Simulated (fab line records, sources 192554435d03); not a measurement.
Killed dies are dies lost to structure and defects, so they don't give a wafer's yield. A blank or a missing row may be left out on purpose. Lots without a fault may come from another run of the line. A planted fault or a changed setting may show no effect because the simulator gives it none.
Chamber matching | flow n5_finfet | N5_BEOL_M2_ALD_84 on ald_metal-02: 4 sister chambers
The step deposits TaN, pulse time 2 s, purge time 3 s, co reactant purge time 2 s. 8 wafers are shown with their chamber, then 8 later ones without.

WAFERS WITH THEIR CHAMBER
wafer  | chamber | heater_power_w (W) | chamber_pressure_Torr (Torr)
L885.4 | 0       | 389                | 3.006
L888.2 | 0       | 394                | 3.005
L888.4 | 1       | 416                | 2.997
L888.5 | 2       | 381                | 3.004
L891.2 | 3       | 391                | 2.999
L891.4 | 1       | 399                | 3.007
L891.6 | 3       | 384                | 2.995
L892.1 | 2       | 384                | 3.008

WAFERS WITHOUT THEIR CHAMBER
wafer  | heater_power_w (W) | chamber_pressure_Torr (Torr)
L892.2 | 406                | 3.011
L892.3 | 387                | 3.000
L893.2 | 412                | 2.998
L893.3 | 386                | 3.000
L893.6 | 406                | 3.005
L895.1 | 384                | 3.007
L895.2 | 390                | 2.992
L895.5 | 387                | 3.008

WHICH CHAMBER EACH WENT THROUGH
wafer  | from the rows above          | in truth
L892.2 | can't be placed: 1 or 0 or 2 | 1
L892.3 | can't be placed: 3 or 0 or 2 | 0
L893.2 | 1                            | 1
L893.3 | can't be placed: 3 or 2 or 0 | 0
L893.6 | can't be placed: 1 or 0      | 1
L895.1 | can't be placed: 2 or 0      | 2
L895.2 | 3                            | 3
L895.5 | can't be placed: 2 or 0 or 3 | 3
Placed correctly: 2 of 8. Can't be placed from these rows: 6 (the true chamber is among the candidates in 6). Placed wrongly: 0.
How it was worked out, from the rows above alone: a wafer's distance from a chamber is the root of the sum, over the readings, of the square of ((its reading less the chamber's mean) divided by the reading's scatter). The wafer belongs to the nearest chamber; if the next one is less than 2 further off, it can't be placed. A chamber's mean is the mean of its shown wafers. The scatter: the root of (the sum of the squares of (reading less its chamber's mean) over the shown wafers, divided by (wafers less chambers)).
